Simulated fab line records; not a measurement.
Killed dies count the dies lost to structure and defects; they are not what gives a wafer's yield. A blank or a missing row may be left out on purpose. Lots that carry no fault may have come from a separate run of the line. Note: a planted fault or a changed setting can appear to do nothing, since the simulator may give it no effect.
fab line records -- flow n5_finfet
[record] lots = 7, wafers = 39
route steps=1938 shown ZERO_LAYER@4 FIN_SAQP@96 SD_EPI_N@273 MOL_CONTACT_COAG@532 BEOL_M0_SAQP@677 BEOL_M2@841 BEOL_M4@1067 BEOL_M5@1177 BEOL_M9@1419 BEOL_M10@1470 BEOL_M12@1637 BEOL_M15@1827 PASSIVATION@1930
start_h: the number of hours between the record's first day and the start of the first shown wafer of the lot -- wait_h: hours elapsed since this lot's preceding step -- " unchanged from the row above -- L1.1+2: a single row standing in for several wafers -- - no value, or no start given -- * or withheld: withheld -- < > ~ a bound
route shown NAME@n: names a module that has steps shown in the file, with the first one's number in the route -- usual: the fault-free wafers' mean and standard deviation -- same: alike in all rows -- chamber/n: place in a boat -- sites: the reading at each site -- _std_site: the standard deviation of these -- _edge_site: inner sites' mean taken away from outer sites' mean -- radius_mm: how far each site lies from the wafer's centre -- mask NAME#n: copy n -- behind: the tool/chamber that last shaped the wafer -- hold: why the lot went on hold/how many hours it stayed there/how the hold came to an end -- device: transistor that didn't switch, given as n, p or np -- end of line: tests run on the same wafers once the route is complete -- a step given without rows: its recipe and nothing more -- killed: dies lost to structure and defects at the first sort, not the wafer's yield -- map: per-die view of a wafer (x killed, . not killed, _ where there is no die)
set.NAME: the run value of the setting; set.NAME@STEP: its run value at that earlier step -- model.NAME: the simulator's own value behind a step, which no gauge read
lots run with intentionally changed settings; tables by step, rows by wafer
[[steps]]
[step N5_ZERO_LAYER_PECVD_02]
[recipe] material = SiO2, target_thk_a = 100, temp_c = 400, precursor = SiH4/N2O, pressure_torr = 0.75, rf_w = 275, time_s = 6
[step N5_FIN_SAQP_HM_DEP_03]
[recipe] material = SiNx, target_thk_a = 380, temp_c = 400, precursor = SiH4/NH3/N2, pressure_torr = 1.5, rf_w = 300, time_s = 33.6
[step N5_SD_EPI_N_DESCUM_14]
[recipe] chemistry = O2, time_s = 7.9, source_power_w = 50, bias_power_w = 20, pressure_mtorr = 20, rf_frequency_hz = 2.712e+07, temp_c = 40, resist = CAR-ArF-block, o2_flow_sccm = 225
[step N5_MOL_CONTACT_COAG_ETCH_106]
[recipe] chemistry = N2/H2, target = SOC, target_depth_a = 800, overetch_a = 160, mask_material = SiARC, temp_c = 40, time_s = 120, ion_energy_ev = 200, pressure_mtorr = 30, source_w = 840, bias_w = 150, n2_flow_sccm = 200, h2_flow_sccm = 200
[step N5_BEOL_M0_SAQP_SPACER2_ETCHBACK_27]
[recipe] chemistry = CHF3/O2, mode = anisotropic_etchback, target = SiO2, target_depth_a = 225, time_s = 11.25, pressure_mtorr = 30, source_w = 650, bias_w = 170, Ar_flow_sccm = 200, CHF3_flow_sccm = 50, O2_flow_sccm = 5, ion_energy_ev = 200
[step N5_BEOL_M2_ILD_DEP_00]
[recipe] material = SiOC, target_thk_a = 790, temp_c = 350, precursor = DEMS/O2, pressure_torr = 5, rf_w = 500, time_s = 15.3
[step N5_BEOL_M2_DEP_57]
[recipe] material = SiCN, target_thk_a = 80, temp_c = withheld, precursor = 3MS/NH3, pressure_torr = 3, rf_w = 202, time_s = 14
[step N5_BEOL_M4_VIA_ETCH_34]
[recipe] chemistry = C4F6/O2, target_depth_a = 694, mask_material = SOC, pressure_mtorr = 15, ion_energy_ev = 250, taper_deg = 4, time_s = 65.9, source_w = 350, bias_w = 170, Ar_flow_sccm = 300, C4F6_flow_sccm = 10, O2_flow_sccm = 10
[step N5_BEOL_M5_SPUTTER_81]
[recipe] material = Cu, target_thk_a = 150, temp_c = -20, chamber_pressure_pa = 0.07, power_w = withheld, time_s = 27.62
[step N5_BEOL_M9_ETCH_62]
[recipe] chemistry = N2/H2, target = SOC, target_depth_a = 1100, overetch_a = 220, mask_material = SiARC, temp_c = 40, time_s = 165, ion_energy_ev = 200, pressure_mtorr = 30, source_w = 840, bias_w = 150, n2_flow_sccm = 200, h2_flow_sccm = 200
[step N5_BEOL_M10_ILD_DEP_00]
[recipe] material = SiCOH_lowk, target_thk_a = 3085.1, temp_c = 300, precursor = DEMS/porogen, pressure_torr = 5, rf_w = 500, time_s = 58
[step N5_BEOL_M12_ETCH_68]
[recipe] chemistry = N2/H2, target = SOC, mask_material = SiARC, source_w = 3000, bias_w = 350, temp_c = 40, time_s = 285, ion_energy_ev = 200, pressure_mtorr = 30, n2_flow_sccm = 200, h2_flow_sccm = 200
[step N5_BEOL_M15_DEP_53]
[recipe] material = SiCN, target_thk_a = 500, temp_c = withheld, precursor = 3MS/NH3, pressure_torr = 3, rf_w = 675, time_s = 17.8
[step N5_PASSIVATION_ETCH_54]
[recipe] chemistry = CHF3/O2, target = SiO2, target_depth_a = 8800, CHF3_flow_sccm = 50, O2_flow_sccm = 5, Ar_flow_sccm = 200, time_s = 440, mask_material = PR, pressure_mtorr = 30, source_w = 650, bias_w = 170, ion_energy_ev = 200
[step N5_PASSIVATION_PROBE_49]
[usual] sort_bin_5_function = 5.1/0.95
lot.wafer,tool,chamber,start_h,wait_h,set.time_s@ZERO_LAYER_PECVD_02,set.time_s@FIN_SAQP_HM_DEP_03,set.time_s@SD_EPI_N_DESCUM_14,set.target_depth_a@MOL_CONTACT_COAG_ETCH_106,set.time_s@BEOL_M0_SAQP_SPACER2_ETCHBACK_27,set.target_thk_a@BEOL_M2_ILD_DEP_00,set.target_thk_a@BEOL_M2_DEP_57,set.target_depth_a@BEOL_M4_VIA_ETCH_34,set.target_thk_a@BEOL_M5_SPUTTER_81,set.time_s@BEOL_M9_ETCH_62,set.time_s@BEOL_M10_ILD_DEP_00,set.time_s@BEOL_M12_ETCH_68,set.target_thk_a@BEOL_M15_DEP_53,set.target_depth_a@PASSIVATION_ETCH_54,sort_bin_5_function[%]
L074.2,prober-01,-,274.52,0.1,6,33.6,7.9,800,11.25,790,80,694,150,165,58,285,500,8800,3.8
L074.4,prober-01,-,274.62,0.2,6,33.6,7.9,800,11.25,790,80,694,150,165,58,285,500,8800,4.5
L074.6,prober-01,-,274.72,0.3,6,33.6,7.9,800,11.25,790,80,694,150,165,58,285,500,8800,5.1
L076.1,prober-02,-,281.23,0.0,7.322,48.14,7.9,800,11.25,537.5,116.4,694,150,165,58,186.3,500,8800,3.5
L076.2,prober-02,-,281.28,0.1,7.322,48.14,10.32,586.7,6.486,537.5,80,694,116.1,165,58,285,500,8800,97.0
L076.3,prober-02,-,281.33,0.1,7.322,33.6,7.9,800,6.486,790,80,694,150,165,58,285,500,8800,96.6
L076.4,prober-02,-,281.38,0.2,6,48.14,10.32,800,6.486,790,116.4,694,116.1,165,58,186.3,333.3,8800,97.9
L076.5,prober-02,-,281.43,0.2,6,33.6,7.9,586.7,11.25,537.5,116.4,694,150,165,58,285,333.3,8800,87.6
L076.6,prober-02,-,281.48,0.3,6,33.6,10.32,586.7,11.25,790,80,694,116.1,165,58,186.3,333.3,8800,47.3
L086.1,prober-01,-,371.70,0.0,8.077,33.6,7.9,663,6.036,790,95.63,694,150,165,66.83,132.5,500,12480,97.5
L086.2,prober-01,-,371.75,0.1,8.077,24.03,7.9,663,11.25,790,80,561.7,150,165,66.83,132.5,761.9,8800,9.5
L086.3,prober-01,-,371.80,0.1,8.077,24.03,7.9,800,11.25,790,95.63,694,150,165,58,285,761.9,8800,5.5
L086.4,prober-01,-,371.85,0.2,6,33.6,7.9,800,11.25,790,80,561.7,69.46,165,58,132.5,500,8800,4.2
L086.5,prober-01,-,371.90,0.2,6,33.6,7.9,663,6.036,790,80,694,69.46,165,66.83,285,761.9,12480,96.1
L086.6,prober-01,-,371.95,0.3,6,24.03,7.9,800,6.036,790,95.63,561.7,69.46,165,58,285,500,12480,94.7
L090.1,prober-01,-,409.83,0.0,4.872,48.32,12.4,1097,11.25,328,80,1070,150,165,58,148.5,626.8,8800,5.1
L090.2,prober-01,-,409.88,0.1,4.872,48.32,12.4,800,11.25,790,80,694,72.39,165,58,285,626.8,5784,96.4
L090.3,prober-01,-,409.93,0.1,6,48.32,7.9,1097,11.25,328,80,694,72.39,218.6,58,285,500,8800,4.7
L090.4,prober-01,-,409.98,0.2,4.872,33.6,7.9,1097,11.25,790,80,694,150,165,58,148.5,500,5784,95.3
L090.5,prober-01,-,410.03,0.2,6,33.6,12.4,800,11.25,790,80,1070,72.39,218.6,58,148.5,626.8,5784,95.8
L090.6,prober-01,-,410.08,0.3,6,33.6,7.9,800,11.25,328,80,1070,150,218.6,58,285,500,8800,4.1
L096.1,prober-02,-,419.91,0.0,6,33.6,7.9,800,16.84,790,80,694,150,212.9,44.79,339,271.6,8800,4.3
L096.2,prober-02,-,419.96,0.1,8.427,22.62,9.254,800,16.84,790,34.27,489.2,150,165,58,339,500,8800,4.7
L096.3,prober-02,-,420.01,0.1,6,22.62,9.254,800,11.25,542,80,694,150,165,44.79,285,500,8800,4.5
L096.4,prober-02,-,420.06,0.2,6,33.6,7.9,964.8,11.25,542,34.27,694,114.2,212.9,58,285,500,8800,4.7
L096.5,prober-02,-,420.11,0.2,8.427,22.62,7.9,964.8,16.84,542,80,489.2,114.2,165,58,339,271.6,8800,4.1
L096.6,prober-02,-,420.16,0.3,8.427,33.6,9.254,964.8,11.25,790,34.27,489.2,114.2,212.9,44.79,285,271.6,8800,4.7
L093.1,prober-02,-,422.86,0.0,6,33.6,7.9,1038,11.25,1078,80,694,150,84.12,31.38,380.1,416.4,12370,96.3
L093.2,prober-02,-,422.91,0.1,6,33.6,7.9,1038,8.296,790,80,694,150,84.12,58,285,500,12370,95.7
L093.3,prober-02,-,422.96,0.1,4.183,33.6,7.9,1038,11.25,790,80,916.3,150,165,58,285,500,8800,6.8
L093.4,prober-02,-,423.01,0.2,6,33.6,7.9,800,11.25,1078,80,916.3,150,84.12,58,380.1,416.4,8800,95.0
L093.5,prober-02,-,423.06,0.2,4.183,33.6,7.9,800,8.296,1078,80,916.3,150,165,31.38,285,416.4,12370,89.9
L093.6,prober-02,-,423.11,0.3,4.183,33.6,7.9,800,8.296,790,80,694,150,165,31.38,380.1,500,8800,6.4
L092.1,prober-02,-,425.56,0.0,9.023,49.64,7.9,800,11.25,790,80,694,89.53,85.41,76.3,285,500,5474,95.3
L092.2,prober-02,-,425.61,0.1,9.023,33.6,12.04,800,4.946,790,62.92,1044,150,85.41,76.3,285,500,8800,95.9
L092.3,prober-02,-,425.66,0.1,6,49.64,7.9,800,11.25,790,62.92,694,89.53,165,76.3,285,500,8800,97.7
L092.4,prober-02,-,425.71,0.2,6,49.64,12.04,800,4.946,1017,80,694,150,85.41,58,285,500,5474,96.6
L092.5,prober-02,-,425.76,0.2,6,33.6,7.9,800,4.946,1017,62.92,1044,89.53,165,58,285,500,5474,95.0
L092.6,prober-02,-,425.81,0.3,9.023,33.6,12.04,800,11.25,1017,80,1044,150,165,58,285,500,8800,14.7
// killed by level:class
L074.2 MOL_CONTACT_COAG:geometric_particle:open=8 FIN_SAQP:geometric_particle:short=7 STI_FIN_REVEAL:geometric_particle:open=7 DUMMY_GATE:geometric_particle:open=6 FIN_SAQP:geometric_particle:open=5 BEOL_M3:geometric_particle:open=3 BEOL_M0:geometric_particle:open=3 BEOL_M1:geometric_particle:open=3
L074.4 BEOL_M2:geometric_particle:open=11 MOL_CONTACT_COAG:geometric_particle:open=8 BEOL_M1:geometric_particle:short=7 BEOL_M0_SAQP:geometric_particle:short=6 BEOL_M1:geometric_particle:open=6 BEOL_M4:geometric_particle:open=6 GATE_CUT:geometric_particle:short=4 BEOL_M0_SAQP:geometric_particle:open=4
L074.6 MOL_CONTACT_COAG:geometric_particle:open=15 FIN_SAQP:geometric_particle:open=9 BEOL_M3:geometric_particle:open=7 BEOL_M0_SAQP:geometric_particle:short=6 BEOL_M1:geometric_particle:short=6 FIN_SAQP:geometric_particle:short=4 STI_FIN_REVEAL:geometric_particle:open=4 BEOL_M0:geometric_particle:open=4
L076.1 BEOL_M2:area_dep=962 MOL_CONTACT_COAG:geometric_particle:open=12 BEOL_M2:geometric_particle:open=12 BEOL_M4:geometric_particle:open=7 MOL_CONTACT_COAG:geometric_particle:short=5 BEOL_M1:geometric_particle:open=4 BEOL_M2:geometric_particle:short=4 BEOL_M3:geometric_particle:open=4
L076.2 BEOL_M0_SAQP:area_etchback=665 MOL_CONTACT_COAG:area_etch=426 BEOL_M2:geometric_particle:open=11 STI_FIN_REVEAL:geometric_particle:open=8 BEOL_M3:geometric_particle:open=8 MOL_CONTACT_COAG:geometric_particle:open=6 BEOL_M0_SAQP:geometric_particle:open=6 MOL_CONTACT_COAG:geometric_particle:short=4
L076.3 BEOL_M0_SAQP:area_etchback=1082 FIN_SAQP:geometric_particle:short=11 BEOL_M4:geometric_particle:open=10 FIN_SAQP:geometric_particle:open=9 GATE_CUT:geometric_particle:open=9 MOL_CONTACT_COAG:geometric_particle:open=8 BEOL_M2:geometric_particle:open=8 BEOL_M1:geometric_particle:open=6
L076.4 BEOL_M0_SAQP:area_etchback=1090 BEOL_M4:geometric_particle:open=12 MOL_CONTACT_COAG:geometric_particle:open=12 BEOL_M2:geometric_particle:open=9 FIN_SAQP:geometric_particle:short=6 FIN_SAQP:geometric_particle:open=5 STI_FIN_REVEAL:geometric_particle:open=5 BEOL_M3:geometric_particle:open=4
L076.5 MOL_CONTACT_COAG:area_etch=973 BEOL_M2:area_dep=96 MOL_CONTACT_COAG:geometric_particle:open=13 BEOL_M2:geometric_particle:open=10 FIN_SAQP:geometric_particle:open=9 STI_FIN_REVEAL:geometric_particle:open=7 DUMMY_GATE:geometric_particle:open=7 BEOL_M2:geometric_particle:short=7
L076.6 MOL_CONTACT_COAG:area_etch=495 MOL_CONTACT_COAG:geometric_particle:open=25 BEOL_M2:geometric_particle:open=14 BEOL_M4:geometric_particle:open=9 BEOL_M3:geometric_particle:open=8 FIN_SAQP:geometric_particle:open=6 STI_FIN_REVEAL:geometric_particle:open=5 BEOL_M0_SAQP:geometric_particle:open=5
L086.1 BEOL_M0_SAQP:area_etchback=825 MOL_CONTACT_COAG:area_etch=277 BEOL_M4:geometric_particle:open=14 FIN_SAQP:geometric_particle:open=9 FIN_SAQP:geometric_particle:short=5 BEOL_M1:geometric_particle:short=5 MOL_CONTACT_COAG:geometric_particle:open=4 BEOL_M1:geometric_particle:open=4
L086.2 MOL_CONTACT_COAG:area_etch=44 FIN_SAQP:geometric_particle:open=12 BEOL_M4:geometric_particle:open=11 BEOL_M1:geometric_particle:open=10 BEOL_M0_SAQP:geometric_particle:short=8 MOL_CONTACT_COAG:geometric_particle:open=7 BEOL_M0_SAQP:geometric_particle:open=6 BEOL_M2:geometric_particle:open=6
L086.3 FIN_SAQP:geometric_particle:open=14 BEOL_M4:geometric_particle:open=13 FIN_SAQP:geometric_particle:short=11 BEOL_M2:geometric_particle:open=9 BEOL_M0_SAQP:geometric_particle:short=5 BEOL_M1:geometric_particle:open=5 BEOL_M3:geometric_particle:open=5 BEOL_M0_SAQP:geometric_particle:open=4
L086.4 BEOL_M4:geometric_particle:open=11 BEOL_M3:geometric_particle:open=8 STI_FIN_REVEAL:geometric_particle:open=6 BEOL_M5:interface_void_opened=5 MOL_CONTACT_COAG:geometric_particle:open=5 BEOL_M0_SAQP:geometric_particle:short=4 FIN_SAQP:geometric_particle:open=3 FIN_SAQP:geometric_particle:short=3
L086.5 BEOL_M0_SAQP:area_etchback=1038 MOL_CONTACT_COAG:area_etch=26 BEOL_M4:geometric_particle:open=12 BEOL_M5:interface_void_opened=12 BEOL_M1:geometric_particle:open=11 BEOL_M0_SAQP:geometric_particle:open=8 FIN_SAQP:geometric_particle:open=6 GATE_CUT:geometric_particle:short=6
L086.6 BEOL_M0_SAQP:area_etchback=1047 BEOL_M4:geometric_particle:open=18 FIN_SAQP:geometric_particle:short=12 BEOL_M2:geometric_particle:open=10 MOL_CONTACT_COAG:geometric_particle:open=9 BEOL_M3:geometric_particle:open=8 FIN_SAQP:geometric_particle:open=7 BEOL_M0_SAQP:geometric_particle:open=7
L090.1 BEOL_M2:area_dep=1079 MOL_CONTACT_COAG:geometric_particle:open=18 BEOL_M4:geometric_particle:open=10 STI_FIN_REVEAL:geometric_particle:open=8 BEOL_M2:geometric_particle:open=7 BEOL_M0_SAQP:geometric_particle:short=6 FIN_SAQP:geometric_particle:open=5 FIN_SAQP:geometric_particle:short=5
L090.2 PASSIVATION:area_etch=1082 MOL_CONTACT_COAG:geometric_particle:open=18 MOL_CONTACT_COAG:geometric_particle:short=8 BEOL_M2:geometric_particle:open=8 BEOL_M3:geometric_particle:open=7 BEOL_M0_SAQP:geometric_particle:open=7 BEOL_M5:interface_void_opened=6 BEOL_M0_SAQP:geometric_particle:short=5
L090.3 BEOL_M2:area_dep=1087 MOL_CONTACT_COAG:geometric_particle:open=19 BEOL_M1:geometric_particle:open=10 BEOL_M0_SAQP:geometric_particle:open=9 BEOL_M2:geometric_particle:open=6 BEOL_M3:geometric_particle:open=5 MOL_CONTACT_COAG:geometric_particle:short=4 BEOL_M3:geometric_particle:short=4
L090.4 PASSIVATION:area_etch=1072 MOL_CONTACT_COAG:geometric_particle:open=22 BEOL_M3:geometric_particle:open=12 STI_FIN_REVEAL:geometric_particle:open=8 BEOL_M0_SAQP:geometric_particle:short=5 BEOL_M1:geometric_particle:open=5 BEOL_M4:geometric_particle:open=5 BEOL_M5:geometric_particle:short=5
L090.5 PASSIVATION:area_etch=1080 MOL_CONTACT_COAG:geometric_particle:open=12 BEOL_M0_SAQP:geometric_particle:short=11 BEOL_M5:interface_void_opened=7 STI_FIN_REVEAL:geometric_particle:open=6 BEOL_M8:geometric_particle:open=6 BEOL_M0_SAQP:geometric_particle:open=5 BEOL_M3:geometric_particle:open=5
L090.6 BEOL_M2:area_dep=1101 MOL_CONTACT_COAG:geometric_particle:open=9 BEOL_M4:geometric_particle:open=8 STI_FIN_REVEAL:geometric_particle:short=4 STI_FIN_REVEAL:geometric_particle:open=4 FIN_SAQP:geometric_particle:open=3 MIM_TOP:geometric_particle:short=3 ILD0:geometric_particle:short=3
L096.1 DUMMY_GATE:geometric_particle:open=9 MOL_CONTACT_COAG:geometric_particle:open=9 FIN_SAQP:geometric_particle:open=8 BEOL_M3:geometric_particle:open=8 BEOL_M4:geometric_particle:open=7 BEOL_M0_SAQP:geometric_particle:open=4 FIN_SAQP:geometric_particle:short=3 ILD0:geometric_particle:short=3
L096.2 FIN_SAQP:geometric_particle:open=21 BEOL_M3:geometric_particle:open=13 MOL_CONTACT_COAG:geometric_particle:open=8 FIN_SAQP:geometric_particle:short=7 BEOL_M0_SAQP:geometric_particle:open=5 BEOL_M0_SAQP:geometric_particle:short=5 BEOL_M1:geometric_particle:open=5 DUMMY_GATE:geometric_particle:open=4
L096.3 BEOL_M2:area_dep=822 BEOL_M3:geometric_particle:open=13 STI_FIN_REVEAL:geometric_particle:open=10 DUMMY_GATE:geometric_particle:open=7 MOL_CONTACT_COAG:geometric_particle:open=6 BEOL_M0_SAQP:geometric_particle:open=6 GATE_CUT:geometric_particle:short=4 BEOL_M1:geometric_particle:open=4
L096.4 BEOL_M2:area_dep=849 MOL_CONTACT_COAG:geometric_particle:open=10 BEOL_M0_SAQP:geometric_particle:open=10 BEOL_M1:geometric_particle:open=8 STARTING-WAFER:geometric_particle:open=8 BEOL_M0_SAQP:geometric_particle:short=6 BEOL_M4:geometric_particle:open=6 STI_FIN_REVEAL:geometric_particle:open=5
L096.5 BEOL_M2:area_dep=854 BEOL_M3:geometric_particle:open=15 BEOL_M0_SAQP:geometric_particle:open=8 MOL_CONTACT_COAG:geometric_particle:open=6 BEOL_M1:geometric_particle:open=6 FIN_SAQP:geometric_particle:open=5 STI_FIN_REVEAL:geometric_particle:open=4 DUMMY_GATE:geometric_particle:open=4
L096.6 BEOL_M1:geometric_particle:open=9 BEOL_M3:geometric_particle:open=9 MOL_CONTACT_COAG:geometric_particle:open=8 BEOL_M5:geometric_particle:open=7 BEOL_M0_SAQP:geometric_particle:open=6 BEOL_M0_SAQP:geometric_particle:short=6 FIN_SAQP:geometric_particle:open=5 DUMMY_GATE:geometric_particle:short=4
L093.1 BEOL_M2:area_dep=975 BEOL_M9:area_etch=101 MOL_CONTACT_COAG:geometric_particle:open=14 FIN_SAQP:geometric_particle:open=10 BEOL_M0_SAQP:geometric_particle:open=10 BEOL_M3:geometric_particle:open=10 BEOL_M2:geometric_particle:open=9 BEOL_M0_SAQP:geometric_particle:short=6
L093.2 BEOL_M9:area_etch=1072 BEOL_M0_SAQP:geometric_particle:short=11 BEOL_M0_SAQP:geometric_particle:open=10 BEOL_M3:geometric_particle:open=10 STI_FIN_REVEAL:geometric_particle:open=9 FIN_SAQP:geometric_particle:open=8 BEOL_M2:geometric_particle:open=8 FIN_SAQP:geometric_particle:short=7
L093.3 MOL_CONTACT_COAG:geometric_particle:open=20 BEOL_M0_SAQP:geometric_particle:short=17 BEOL_M0_SAQP:geometric_particle:open=15 BEOL_M3:geometric_particle:open=9 FIN_SAQP:geometric_particle:short=8 FIN_SAQP:geometric_particle:open=7 MOL_CONTACT_COAG:geometric_particle:short=5 BEOL_M2:geometric_particle:open=5
L093.4 BEOL_M2:area_dep=907 BEOL_M9:area_etch=140 BEOL_M0_SAQP:geometric_particle:open=35 BEOL_M0_SAQP:geometric_particle:short=25 MOL_CONTACT_COAG:geometric_particle:open=14 BEOL_M2:geometric_particle:open=6 FIN_SAQP:geometric_particle:open=5 BEOL_M3:geometric_particle:open=5
L093.5 BEOL_M2:area_dep=980 BEOL_M10:area_dep=29 MOL_CONTACT_COAG:geometric_particle:open=15 FIN_SAQP:geometric_particle:open=12 STI_FIN_REVEAL:geometric_particle:open=12 BEOL_M0_SAQP:geometric_particle:open=9 BEOL_M0_SAQP:geometric_particle:short=9 FIN_SAQP:geometric_particle:short=6
L093.6 BEOL_M10:area_dep=867 FIN_SAQP:geometric_particle:open=12 FIN_SAQP:geometric_particle:short=9 BEOL_M2:geometric_particle:open=9 STARTING-WAFER:geometric_particle:short=9 MOL_CONTACT_COAG:geometric_particle:open=8 BEOL_M0_SAQP:geometric_particle:open=8 BEOL_M0_SAQP:geometric_particle:short=7
L092.1 BEOL_M9:area_etch=1052 STI_FIN_REVEAL:geometric_particle:open=16 BEOL_M0_SAQP:geometric_particle:open=14 BEOL_M0_SAQP:geometric_particle:short=12 BEOL_M4:geometric_particle:open=9 DUMMY_GATE:geometric_particle:open=8 BEOL_M3:geometric_particle:short=7 BEOL_M2:geometric_particle:open=6
L092.2 BEOL_M0_SAQP:area_etchback=1069 FIN_SAQP:geometric_particle:short=10 STI_FIN_REVEAL:geometric_particle:open=9 BEOL_M0_SAQP:geometric_particle:short=8 MOL_CONTACT_COAG:geometric_particle:open=7 BEOL_M2:geometric_particle:open=7 FIN_SAQP:geometric_particle:open=6 BEOL_M0_SAQP:geometric_particle:open=6
L092.3 BEOL_M10:area_etch=1087 BEOL_M0_SAQP:geometric_particle:open=15 BEOL_M4:geometric_particle:open=10 BEOL_M0_SAQP:geometric_particle:short=8 MOL_CONTACT_COAG:geometric_particle:open=5 BEOL_M5:interface_void_opened=5 FIN_SAQP:geometric_particle:short=4 BEOL_M2:geometric_particle:short=4
L092.4 BEOL_M0_SAQP:area_etchback=1074 MOL_CONTACT_COAG:geometric_particle:open=16 GATE_CUT:geometric_particle:short=8 BEOL_M0_SAQP:geometric_particle:open=8 BEOL_M0_SAQP:geometric_particle:short=6 BEOL_M2:geometric_particle:open=6 FIN_SAQP:geometric_particle:open=5 DUMMY_GATE:geometric_particle:open=5
L092.5 BEOL_M0_SAQP:area_etchback=1049 BEOL_M0_SAQP:geometric_particle:short=18 BEOL_M0_SAQP:geometric_particle:open=17 MOL_CONTACT_COAG:geometric_particle:open=13 BEOL_M4:geometric_particle:open=7 PASS1_DEP:geometric_particle:short=7 GATE_CUT:geometric_particle:open=6 BEOL_M2:geometric_particle:open=6
L092.6 BEOL_M2:area_dep=118 BEOL_M0_SAQP:geometric_particle:open=11 MOL_CONTACT_COAG:geometric_particle:open=11 BEOL_M0_SAQP:geometric_particle:short=9 BEOL_M4:geometric_particle:open=7 STARTING-WAFER:geometric_particle:short=6 BEOL_M3:geometric_particle:short=5 FIN_SAQP:geometric_particle:short=4
[[key]]
[split] step = N5_ZERO_LAYER_PECVD_02, setting = time_s, stated_as = 6
response none clear
[split] step = N5_FIN_SAQP_HM_DEP_03, setting = time_s, stated_as = 33.6
response none clear
[split] step = N5_SD_EPI_N_DESCUM_14, setting = time_s, stated_as = 7.9
response none clear
[split] step = N5_MOL_CONTACT_COAG_ETCH_106, setting = target_depth_a, stated_as = 800
response none clear
[split] step = N5_BEOL_M0_SAQP_SPACER2_ETCHBACK_27, setting = time_s, stated_as = 11.25
response none clear
[split] step = N5_BEOL_M2_ILD_DEP_00, setting = target_thk_a, stated_as = 790
[response] step = N5_PASSIVATION_PROBE_49, reading = sort_bin_5_function, slope = +1.33, per = 1%, together_with = all, explained = 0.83
[split] step = N5_BEOL_M2_DEP_57, setting = target_thk_a, stated_as = 80
response none clear
[split] step = N5_BEOL_M4_VIA_ETCH_34, setting = target_depth_a, stated_as = 694
response none clear
[split] step = N5_BEOL_M5_SPUTTER_81, setting = target_thk_a, stated_as = 150
response none clear
[split] step = N5_BEOL_M9_ETCH_62, setting = time_s, stated_as = 165
response none clear
[split] step = N5_BEOL_M10_ILD_DEP_00, setting = time_s, stated_as = 58
response none clear
[split] step = N5_BEOL_M12_ETCH_68, setting = time_s, stated_as = 285
response none clear
[split] step = N5_BEOL_M15_DEP_53, setting = target_thk_a, stated_as = 500
response none clear
[split] step = N5_PASSIVATION_ETCH_54, setting = target_depth_a, stated_as = 8800
response none clear
